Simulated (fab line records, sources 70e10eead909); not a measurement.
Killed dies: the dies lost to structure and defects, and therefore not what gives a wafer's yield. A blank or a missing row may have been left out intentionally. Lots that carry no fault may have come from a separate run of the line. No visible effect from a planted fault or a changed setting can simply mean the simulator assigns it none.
Chamber matching + flow nandHarc + 4 sister chambers for NHARC_A_CHANNEL_FILL_D2_ALD_25 on aldHk-04
The step deposits SiOx, target thk 60 nm, pulse time 10 s, ald cycles 600. 4 wafers are shown with their chamber, then 10 later ones without.

== WAFERS, EACH WITH ITS CHAMBER ==
| wafer  | chamber | heaterPowerW (W) |
|--------|---------|------------------|
| L081.3 | 2       | 385              |
| L090.2 | 0       | 470              |
| L092.1 | 1       | 415              |
| L092.2 | 3       | 488              |

== WAFERS WHOSE CHAMBER IS MISSING ==
| wafer  | heaterPowerW (W) |
|--------|------------------|
| L092.4 | 479              |
| L094.1 | 477              |
| L094.2 | 418              |
| L094.5 | 432              |
| L094.6 | 478              |
| L094.3 | 383              |
| L094.4 | 502              |
| L097.2 | 490              |
| L097.4 | 380              |
| L097.6 | 403              |

== EACH ONE'S CHAMBER ==
| wafer  | from the rows above     | in truth |
|--------|-------------------------|----------|
| L092.4 | can't be placed: 0 or 3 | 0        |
| L094.1 | can't be placed: 0 or 3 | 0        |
| L094.2 | 1                       | 1        |
| L094.5 | 1                       | 1        |
| L094.6 | can't be placed: 0 or 3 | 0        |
| L094.3 | 2                       | 2        |
| L094.4 | can't be placed: 3 or 0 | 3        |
| L097.2 | can't be placed: 3 or 0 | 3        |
| L097.4 | 2                       | 2        |
| L097.6 | can't be placed: 1 or 2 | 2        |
Correctly placed: 4 of 10. These rows do not allow placing 6 (true chamber among the candidates in 6). Wrongly placed: 0.
How it was worked out, from the rows above alone: a wafer's distance from a chamber is the root of the sum, over the readings, of the square of ((its reading less the chamber's mean) divided by the reading's scatter). The wafer belongs to the nearest chamber; if the next one is less than 2 further off, it can't be placed. For every chamber, the mean is computed from those of its wafers that are shown. The scatter (one wafer shown for each chamber): square how far every hidden wafer sits from the nearest shown wafer, average those squares and take the square root.
